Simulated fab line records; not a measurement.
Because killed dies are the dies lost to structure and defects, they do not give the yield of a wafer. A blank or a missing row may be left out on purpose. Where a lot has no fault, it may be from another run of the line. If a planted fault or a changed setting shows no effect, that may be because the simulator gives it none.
fab line records	flow n5-finfet
record lots=5	wafers=15	last-day=17
route steps=1938 shown BEOL_M11@1542
lots untouched by any fault: they come from a run of this same line in which no faults occurred
start-h: hours from the record's opening day to when the first of the lot's shown wafers began	wait-h: how many hours have passed since the lot's step before this one	" identical to the entry in the row above	L1.1+2: a row that stands for several wafers	- no value, or no start was given	* or withheld: withheld	< > ~ a bound
route shown NAME@n: NAME is a module with steps in the file, n the number in the route of the first one	usual: mean and standard deviation over wafers with no fault	same: alike in all rows	chamber/n: place in a boat	sites: readings site by site	_std_site: standard deviation across them	_edge_site: outer sites' mean less inner sites'	radius-mm: how far each site lies from the wafer's centre	mask NAME#n: copy n	behind: tool/chamber where the wafer was last shaped	hold: what put the lot on hold/how long, in hours/how the hold closed	device: the transistor (n, p or np) that didn't switch	end of line: the tests these same wafers got at the end of their route	step lacking rows: just its recipe	killed: dies that structure and defects cost at the first sort, which is not the same as the wafer's yield	map: shows each die of a wafer: x if killed, . if not, _ if none is there
set.NAME: the setting as run; set.NAME@STEP: as run at that earlier step	model.NAME: the simulator's own value behind a step, which no gauge read
lots at some steps of the route; a table a step, a row a wafer
services: a tool's chamber out of use, with start hour (start-h, from the record's first day; less than 0 if before it), hours out, and reason
## steps
# step N5_BEOL_M11_COAT_60
# recipe resist=SiARC	temp-c=220	time-s=60	spin-rpm=1500	resist-thk-nm=30
# step N5_BEOL_M11_COAT_05
# recipe resist=CAR-ArF	spin-rpm=1500	resist-thk-nm=90
# step N5_BEOL_M11_EBR_07
# recipe solvent=PGMEA	ebr-width-mm=1.5
# step N5_BEOL_M11_SOFTBAKE_06
# recipe temp-c=110	time-s=60	resist=CAR-ArF
# step N5_BEOL_M11_EXPOSE_08
# recipe mask-id=M11	na=1.35	source-shape=dipole	sigma-inner=0.411	sigma-outer=0.611	polarization=te	dose-mj=53.75
# step N5_BEOL_M11_PEB_09
# recipe peb-temp-c=withheld	peb-time-s=60	resist=CAR-ArF
# step N5_BEOL_M11_DEVELOP_10
# recipe develop-time-s=30	developer=TMAH	resist=CAR-ArF	rinse-liquid=diw	dry=air-spin	dev-temp-c=23
# step N5_BEOL_M11_CD_MEAS_11
# recipe target-cd-nm=64.1	landing-energy-ev=500	detector=se-inlens	polarity=opening
# usual cd-nm=64.0/0.56
lot.wafer	tool	chamber	start-h	wait-h	cd-nm
L933.2	cd-sem-03	0	272.81	-	63.7
L933.3	"	0	"	"	64.5
L933.4	"	0	"	"	64.0
L944.4	cd-sem-01	0	331.72	-	64.3
L944.5	"	0	"	"	64.7
L944.6	"	0	"	"	64.7
L945.2	cd-sem-03	0	339.21	-	65.6
L945.3	"	0	"	"	64.6
L945.5	"	0	"	"	65.2
L947.2	cd-sem-02	0	355.12	-	64.6
L947.3	"	0	"	"	64.3
L947.6	"	0	"	"	63.9
L949.2	cd-sem-01	0	359.20	-	63.6
L949.3	"	0	"	"	63.6
L949.5	"	0	"	"	63.4
# step N5_BEOL_M11_OVL_MEAS_12
# recipe points-per-wafer=44
# usual M11_OVL=0.3/0.71
lot.wafer	tool	chamber	start-h	wait-h	M11_OVL[nm]
L933.2	overlay-02	0	272.84	0.0	0.2
L933.3	"	0	"	"	1.2
L933.4	"	0	"	"	1.2
L944.4	overlay-02	0	331.75	0.0	0.3
L944.5	"	0	"	"	0.3
L944.6	"	0	"	"	0.3
L945.2	overlay-02	0	339.24	0.0	-0.9
L945.3	"	0	"	"	-0.1
L945.5	"	0	"	"	1.0
L947.2	overlay-01	0	355.15	0.0	1.0
L947.3	"	0	"	"	-0.5
L947.6	"	0	"	"	0.9
L949.2	overlay-02	0	359.23	0.0	0.2
L949.3	"	0	"	"	-0.1
L949.5	"	0	"	"	1.1
# step N5_BEOL_M11_INSPECT_13
# recipe mode=adi	inspect-instrument=brightfield
# usual raw-defect-count=462/100
lot.wafer	tool	chamber	start-h	wait-h	raw-defect-count
L933.2	defect-inspect-01	-	272.86	0.0	410
L933.3	"	-	"	"	327
L933.4	"	-	"	"	310
L944.4	defect-inspect-02	-	331.77	0.0	639
L944.5	"	-	"	"	476
L944.6	"	-	"	"	668
L945.2	defect-inspect-01	-	339.27	0.0	329
L945.3	"	-	"	"	334
L945.5	"	-	"	"	284
L947.2	defect-inspect-01	-	355.17	0.0	646
L947.3	"	-	"	"	489
L947.6	"	-	"	"	455
L949.2	defect-inspect-01	-	359.26	0.0	450
L949.3	"	-	"	"	582
L949.5	"	-	"	"	410
# step N5_BEOL_M11_DESCUM_16
# recipe chemistry=O2	time-s=7.9	source-power-w=50	bias-power-w=20	pressure-mtorr=20	rf-frequency-hz=2.712e+07	temp-c=40	resist=CAR-ArF	o2-flow-sccm=225
# usual drypump-motor-current-A=5.8/0.53	o2-flow-sccm=225.0/0.69	oes-product-au=0.79/0.1	rf-vpp-V=243.1/1.4	showerhead-plenum-p-Torr=2.09/0.071	throttle-valve-pct=20.49/0.27
lot.wafer	tool	chamber	start-h	wait-h	drypump-motor-current-A	o2-flow-sccm	oes-product-au	rf-hours-counter-h	rf-vpp-V	showerhead-plenum-p-Torr	throttle-valve-pct
L933.2	rie-diel-02	2	273.11	0.2	5.6	224.0	0.73	163	243.1	2.10	20.29
L933.3	"	0	"	"	6.0	223.7	0.69	241	242.7	2.06	20.87
L933.4	"	1	"	"	5.9	225.6	0.89	36	245.6	2.21	20.04
L944.4	rie-diel-05	2	331.82	0.0	5.5	225.4	0.88	-	241.5	2.04	20.06
L944.5	"	1	"	"	6.7	225.2	0.67	-	243.4	2.05	20.73
L944.6	"	3	"	"	5.6	225.1	0.70	-	242.7	2.06	21.00
L945.2	rie-diel-02	3	339.64	0.4	4.8	225.0	0.70	235	242.2	2.07	20.75
L945.3	"	1	"	"	5.9	224.0	0.85	59	245.3	2.20	20.06
L945.5	"	3	"	"	4.7	224.2	0.70	-	241.6	2.07	20.73
L947.2	rie-diel-04	2	355.38	0.2	5.5	225.4	0.72	223	244.1	2.16	20.59
L947.3	"	0	"	"	6.1	224.8	0.69	235	242.7	2.07	20.66
L947.6	"	0	"	"	6.1	226.1	0.69	-	241.6	2.07	20.68
L949.2	rie-diel-05	3	359.37	0.1	5.6	225.7	0.68	247	242.8	2.06	21.00
L949.3	"	0	"	"	5.4	226.2	0.97	8	243.5	2.05	20.24
L949.5	"	3	"	"	5.6	224.8	0.68	-	241.9	2.06	21.01
# step N5_BEOL_M11_ETCH_61
# recipe chemistry=CF4	target=SiARC	target-depth-a=390	mask-material=CAR-ArF	time-s=65	ion-energy-ev=80	pressure-mtorr=40	source-w=545	bias-w=36	Ar_flow_sccm=100	cf4-flow-sccm=100	ends=cleared
# usual drypump-motor-current-A=5.8/0.53	etch-rf-on-time-s=64.8/0.88	oes-product-au=0.67/0.089	rf-vpp-V=184.1/1.2	showerhead-plenum-p-Torr=2.15/0.071	throttle-valve-pct=15.69/0.27
lot.wafer	tool	chamber	start-h	wait-h	drypump-motor-current-A	etch-rf-on-time-s	oes-product-au	rf-hours-counter-h	rf-vpp-V	showerhead-plenum-p-Torr	throttle-valve-pct
L933.2	rie-diel-02	2	273.14	0.0	5.6	64.8	0.63	163	183.9	2.14	15.48
L933.3	"	0	"	"	5.9	65.8	0.58	241	183.3	2.11	16.08
L933.4	"	1	"	"	5.9	64.5	0.77	36	187.1	2.27	15.28
L944.4	rie-diel-05	2	331.86	0.0	5.5	64.5	0.73	-	182.9	2.10	15.25
L944.5	"	1	"	"	6.7	64.3	0.58	-	183.6	2.11	15.99
L944.6	"	3	"	"	5.6	67.7	0.58	-	184.6	2.11	16.18
L945.2	rie-diel-02	3	339.68	0.0	4.8	64.9	0.60	235	183.6	2.12	15.96
L945.3	"	1	"	"	5.9	64.8	0.74	59	186.1	2.27	15.35
L945.5	"	3	"	"	4.7	65.4	0.60	-	183.1	2.12	15.96
L947.2	rie-diel-04	2	355.42	0.0	5.5	63.9	0.62	223	182.7	2.20	15.83
L947.3	"	0	"	"	6.1	64.8	0.59	235	184.1	2.12	15.91
L947.6	"	0	"	"	6.1	65.6	0.58	-	182.6	2.12	15.91
L949.2	rie-diel-05	3	359.40	0.0	5.6	67.7	0.58	247	183.8	2.10	16.19
L949.3	"	0	"	"	5.4	64.1	0.82	8	183.8	2.10	15.40
L949.5	"	3	"	"	5.6	67.9	0.57	-	183.5	2.10	16.20
# step N5_BEOL_M11_ETCH_62
# recipe chemistry=N2/H2	target=SOC	target-depth-a=1100	overetch-a=220	mask-material=SiARC	temp-c=40	time-s=165	ion-energy-ev=200	pressure-mtorr=30	source-w=840	bias-w=150	n2-flow-sccm=200	h2-flow-sccm=200
# usual drypump-motor-current-A=5.8/0.52	oes-product-au=0.67/0.084	rf-vpp-V=524.0/2.5	showerhead-plenum-p-Torr=2.55/0.088	throttle-valve-pct=17.89/0.26
lot.wafer	tool	chamber	start-h	wait-h	drypump-motor-current-A	oes-product-au	rf-hours-counter-h	rf-vpp-V	showerhead-plenum-p-Torr	throttle-valve-pct	model.SiARC_of_BEOL_M11_COAT_60.thk-nm	model.BEOL_M11.cd-offset-nm
L933.2	rie-diel-02	2	273.19	0.0	5.6	0.62	163	521.9	2.55	17.67	23.4	-0.2
L933.3	"	0	"	"	6.0	0.59	241	522.6	2.51	18.36	23.6	0
L933.4	"	1	"	"	5.9	0.75	36	528.6	2.71	17.51	23.6	-0.2
L944.4	rie-diel-05	2	331.96	0.1	5.5	0.72	-	522.3	2.49	17.57	23.6	0.2
L944.5	"	1	"	"	6.7	0.57	-	520.7	2.50	18.12	23.4	0.6
L944.6	"	3	"	"	5.6	0.59	-	522.7	2.50	18.37	23.8	0.8
L945.2	rie-diel-02	3	339.73	0.0	4.8	0.60	235	523.3	2.51	18.15	21	2.6
L945.3	"	1	"	"	5.9	0.72	59	527.0	2.70	17.57	23.6	1
L945.5	"	3	"	"	4.7	0.59	-	521.9	2.51	18.15	20.8	2.2
L947.2	rie-diel-04	2	355.47	0.0	5.5	0.61	223	525.3	2.62	17.93	23.4	0.2
L947.3	"	0	"	"	6.1	0.59	235	523.1	2.50	17.93	23.6	0.2
L947.6	"	0	"	"	6.1	0.58	-	522.9	2.50	17.93	23.6	0.2
L949.2	rie-diel-05	3	359.45	0.0	5.6	0.59	247	522.8	2.50	18.37	23.6	-0.4
L949.3	"	0	"	"	5.4	0.81	8	522.9	2.50	17.63	23.4	-0.2
L949.5	"	3	"	"	5.6	0.59	-	523.6	2.50	18.36	23.6	-0.4
# step N5_BEOL_M11_STRIP_68
# recipe chemistry=N2/H2	temp-c=40	n2-flow-sccm=200	h2-flow-sccm=200	rf-frequency-hz=6e+07
# step N5_BEOL_M11_STRIP_67
# recipe chemistry=CF4	resist=SiARC	power-w=300	bias-power-w=75	pressure-mtorr=50	cf4-flow-sccm=150	rf-frequency-hz=6e+07
# usual drypump-motor-current-A=5.7/0.51	oes-product-au=0.79/0.099	power-w=300.1/0.91	rf-vpp-V=271.1/1.5	showerhead-plenum-p-Torr=1.80/0.059	throttle-valve-pct=13.65/0.29
lot.wafer	tool	chamber	start-h	wait-h	drypump-motor-current-A	oes-product-au	power-w	rf-hours-counter-h	rf-vpp-V	showerhead-plenum-p-Torr	throttle-valve-pct
L933.2	rie-diel-02	2	273.34	0.0	5.6	0.74	300.5	163	273.1	1.79	13.46
L933.3	"	0	"	"	6.0	0.69	301.4	242	269.1	1.77	14.08
L933.4	"	1	"	"	5.9	0.89	300.4	36	273.4	1.91	13.23
L944.4	rie-diel-05	2	332.05	0.0	5.5	0.86	299.7	-	270.2	1.76	13.21
L944.5	"	1	"	"	6.7	0.67	301.7	-	269.2	1.78	14.02
L944.6	"	3	"	"	5.6	0.70	298.6	-	270.3	1.77	14.19
L945.2	rie-diel-02	3	339.88	0.0	4.7	0.70	301.0	235	270.0	1.77	13.93
L945.3	"	1	"	"	5.9	0.86	299.7	59	273.3	1.90	13.30
L945.5	"	3	"	"	4.7	0.69	299.2	-	270.1	1.77	13.92
L947.2	rie-diel-04	2	355.62	0.0	5.5	0.72	299.9	223	272.1	1.85	13.83
L947.3	"	0	"	"	6.1	0.68	300.0	235	270.1	1.77	13.89
L947.6	"	0	"	"	6.1	0.69	298.9	-	271.6	1.77	13.90
L949.2	rie-diel-05	3	359.60	0.0	5.6	0.70	300.7	247	272.2	1.76	14.20
L949.3	"	0	"	"	5.4	0.95	300.3	8	269.9	1.76	13.32
L949.5	"	3	"	"	5.6	0.69	301.9	-	270.6	1.76	14.20
# step N5_BEOL_M11_HM_OPEN_17
# recipe chemistry=Cl2/BCl3	target-depth-a=200	overetch-a=60	target=TiN	mask-material=SOC	ion-energy-ev=150	pressure-mtorr=10	icp-w=1000	bias-w=126	Cl2_flow_sccm=53.25	bcl3-flow-sccm=21.75	Ar_flow_sccm=25
# usual drypump-motor-current-A=5.9/0.41	oes-product-au=0.64/0.061	throttle-valve-pct=22.01/0.14
lot.wafer	tool	chamber	start-h	wait-h	drypump-motor-current-A	oes-product-au	rf-hours-counter-h	throttle-valve-pct	model.BEOL_M11.cd-offset-nm
L933.2	rie-metal-01	1	273.38	0.0	5.3	0.63	53	21.88	-0.4
L933.3	"	0	"	"	5.7	0.74	-	21.94	0
L933.4	"	1	"	"	5.3	0.64	-	21.90	-0.2
L944.4	rie-metal-03	1	332.11	0.1	5.9	0.69	-	22.01	0.2
L944.5	"	1	"	"	6.0	0.69	-	21.99	0.8
L944.6	"	0	"	"	6.1	0.54	-	22.35	0.8
L945.2	rie-metal-02	0	339.92	0.0	6.5	0.57	86	22.01	2.6
L945.3	"	0	"	"	6.4	0.57	-	22.01	1
L945.5	"	0	"	"	6.5	0.57	-	22.00	2.2
L947.2	rie-metal-01	0	355.66	0.0	5.7	0.71	28	21.96	0.2
L947.3	"	1	"	"	5.3	0.62	-	21.92	0
L947.6	"	1	"	"	5.3	0.62	-	21.90	0.2
L949.2	rie-metal-01	0	359.64	0.0	5.7	0.70	28	21.98	-0.4
L949.3	"	1	"	"	5.3	0.62	-	21.92	-0.4
L949.5	"	1	"	"	5.3	0.61	-	21.91	-0.4
# step N5_BEOL_M11_STRIP_19
# recipe chemistry=O2	power-w=400	temp-c=40	pressure-mtorr=30	rf-frequency-hz=6e+07	bias-power-w=0	overash-fraction=0.2	o2-flow-sccm=225
# usual drypump-motor-current-A=5.7/0.53	o2-flow-sccm=225.1/0.68	oes-product-au=0.79/0.1	rf-vpp-V=3.5/0.63	showerhead-plenum-p-Torr=2.09/0.064	throttle-valve-pct=16.70/0.29
# same overash-fraction=0.2
lot.wafer	tool	chamber	start-h	wait-h	drypump-motor-current-A	o2-flow-sccm	oes-product-au	rf-hours-counter-h	rf-vpp-V	showerhead-plenum-p-Torr	throttle-valve-pct
L933.2	rie-diel-02	1	273.49	0.1	5.9	224.5	0.89	36	3.2	2.22	16.25
L933.3	"	0	"	"	6.0	225.3	0.69	242	3.0	2.06	17.13
L933.4	"	3	"	"	4.7	224.3	0.71	214	3.3	2.08	16.96
L944.4	rie-diel-02	3	332.19	0.1	4.8	225.8	0.69	233	3.5	2.07	17.02
L944.5	"	2	"	"	5.6	224.3	0.72	-	2.6	2.10	16.61
L944.6	"	3	"	"	4.8	224.8	0.69	-	3.5	2.07	17.00
L945.2	rie-diel-04	2	340.05	0.1	5.5	225.0	0.73	218	2.8	2.17	16.87
L945.3	"	0	"	"	6.1	225.4	0.69	230	3.3	2.07	16.93
L945.5	"	2	"	"	5.5	224.4	0.73	-	3.8	2.17	16.86
L947.2	rie-diel-02	0	355.85	0.2	6.0	225.0	0.94	10	3.9	2.06	16.69
L947.3	"	2	"	"	5.6	226.6	0.71	191	2.9	2.09	16.61
L947.6	"	3	"	"	4.7	225.8	0.69	-	3.0	2.07	17.01
L949.2	rie-diel-04	1	359.75	0.1	6.6	225.1	0.72	217	4.7	1.99	16.92
L949.3	"	0	"	"	6.1	225.7	0.68	237	3.0	2.07	16.96
L949.5	"	0	"	"	6.1	224.9	0.68	-	3.2	2.07	16.95
# step N5_BEOL_M11_CD_MEAS_18
# recipe pitch-nm=140	target-cd-nm=70
# usual cd-nm=69.9/0.63
lot.wafer	tool	chamber	start-h	wait-h	cd-nm
L933.2	cd-sem-02	-	273.56	0.1	69.7
L933.3	"	-	"	"	70.1
L933.4	"	-	"	"	69.5
L944.4	cd-sem-03	-	332.26	0.1	70.3
L944.5	"	-	"	"	70.7
L944.6	"	-	"	"	71.0
L945.2	cd-sem-02	-	340.13	0.1	72.2
L945.3	"	-	"	"	70.7
L945.5	"	-	"	"	71.6
L947.2	cd-sem-03	-	355.92	0.1	70.2
L947.3	"	-	"	"	69.9
L947.6	"	-	"	"	70.3
L949.2	cd-sem-03	-	359.82	0.1	69.7
L949.3	"	-	"	"	69.8
L949.5	"	-	"	"	69.2
# step N5_BEOL_M11_COAT_63
# recipe resist=SOC	temp-c=250	time-s=60	spin-rpm=1500	resist-thk-nm=100
## services
tool	chamber	start-h	hours	kind
rie-metal-03	-	258.26	0.4	repair
rie-diel-02	3	267.45	4.0	repair
rie-diel-02	-	275.75	2.8	pm
rie-metal-01	0	302.31	5.3	repair
rie-diel-02	0	303.00	-	clean
rie-diel-02	0	303.00	-	consumable-replace:focus-ring
rie-diel-02	0	303.00	19.1	scheduled-down
rie-diel-02	0	303.00	19.1	vent-cycle
rie-diel-05	0	325.56	-	clean
rie-diel-05	0	325.56	-	consumable-replace:focus-ring
rie-diel-05	0	325.56	16.5	scheduled-down
rie-diel-05	0	325.56	16.5	vent-cycle
rie-diel-05	1	347.76	-	clean
rie-diel-05	1	347.76	-	consumable-replace:focus-ring
rie-diel-05	1	347.76	19.1	scheduled-down
rie-diel-05	1	347.76	19.1	vent-cycle
rie-metal-03	0	355.51	-	clean
rie-metal-03	0	355.51	17.4	scheduled-down
rie-metal-03	0	355.51	17.4	vent-cycle
## key
first-sign step=N5_BEOL_M11_CD_MEAS_18	reading=cd-nm	direction=up	sigmas=3.2	usual=69.9	struck=71.9
effect none on later readings
model-effect step=N5_BEOL_M11_ETCH_62	value=SiARC_of_BEOL_M11_COAT_60.thk-nm	without=23.7	struck=20.9
model-effect step=N5_BEOL_M11_HM_OPEN_17	value=BEOL_M11.cd-offset-nm	without=1	struck=2.4
met-at N5_BEOL_M11_ETCH_62
struck-wafers L945.2,L945.5
fault kind=process-parameter-drift	tool=rie-diel-02	chamber=3	onset-h=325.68	steps=N5_BEOL_M11_ETCH_62	channel=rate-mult	offset=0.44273	shape=step	end-h=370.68
